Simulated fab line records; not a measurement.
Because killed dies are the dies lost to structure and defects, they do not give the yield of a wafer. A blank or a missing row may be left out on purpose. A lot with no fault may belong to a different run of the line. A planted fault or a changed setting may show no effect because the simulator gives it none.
Chamber matching | flow nandHarc | NHARC_A_CHANNEL_HOLE_D1_ETCH_38 on rieDiel-03: 4 sister chambers
The step etches the open film in CF4, target depth 39 nm, time 65 s. 8 wafers are shown with their chamber, then 12 later ones without.

## WAFERS, EACH WITH ITS CHAMBER
wafer  | chamber | drypumpMotorCurrentA (A) | rfVppV (V)
L082.2 | 3       | 6.4                      | 151.9
L089.2 | 3       | 6.5                      | 152.6
L089.4 | 2       | 5.5                      | 150.6
L090.4 | 0       | 5.4                      | 148.3
L090.5 | 2       | 5.5                      | 150.0
L091.3 | 1       | 5.4                      | 152.6
L091.4 | 0       | 5.4                      | 149.1
L091.5 | 1       | 5.4                      | 152.4

## WAFERS WITHOUT THEIR CHAMBER
wafer  | drypumpMotorCurrentA (A) | rfVppV (V)
L092.3 | 6.4                      | 152.3
L092.4 | 5.4                      | 150.8
L092.5 | 6.4                      | 152.1
L093.1 | 5.5                      | 150.4
L093.5 | 5.4                      | 153.3
L093.6 | 5.5                      | 150.3
L095.1 | 6.4                      | 151.7
L095.4 | 5.4                      | 152.6
L095.5 | 5.5                      | 149.6
L096.2 | 5.5                      | 153.1
L096.4 | 5.4                      | 150.4
L096.5 | 5.5                      | 151.7

## WHICH CHAMBER EACH ONE RAN IN
wafer  | from the rows above          | in truth
L092.3 | 3                            | 3
L092.4 | can't be placed: 2 or 1 or 0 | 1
L092.5 | 3                            | 3
L093.1 | 2                            | 2
L093.5 | 1                            | 1
L093.6 | 2                            | 2
L095.1 | 3                            | 3
L095.4 | 1                            | 1
L095.5 | can't be placed: 2 or 0      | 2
L096.2 | 1                            | 1
L096.4 | can't be placed: 2 or 0 or 1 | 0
L096.5 | can't be placed: 2 or 1      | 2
Correct placement for 8 of the 12. Can't be placed from these rows: 4 (the true chamber is among the candidates in 4). 0 placed wrongly.
How it was worked out, from the rows above alone: a wafer's distance from a chamber is the root of the sum, over the readings, of the square of ((its reading less the chamber's mean) divided by the reading's scatter). If the next closest chamber is less than 2 further off than the closest, the wafer can't be placed; otherwise it belongs to the closest. A chamber's mean is the mean of its shown wafers. The scatter is the square root of a quotient: the sum, over the shown wafers, of each reading's squared deviation from its chamber's mean, divided by wafers minus chambers.
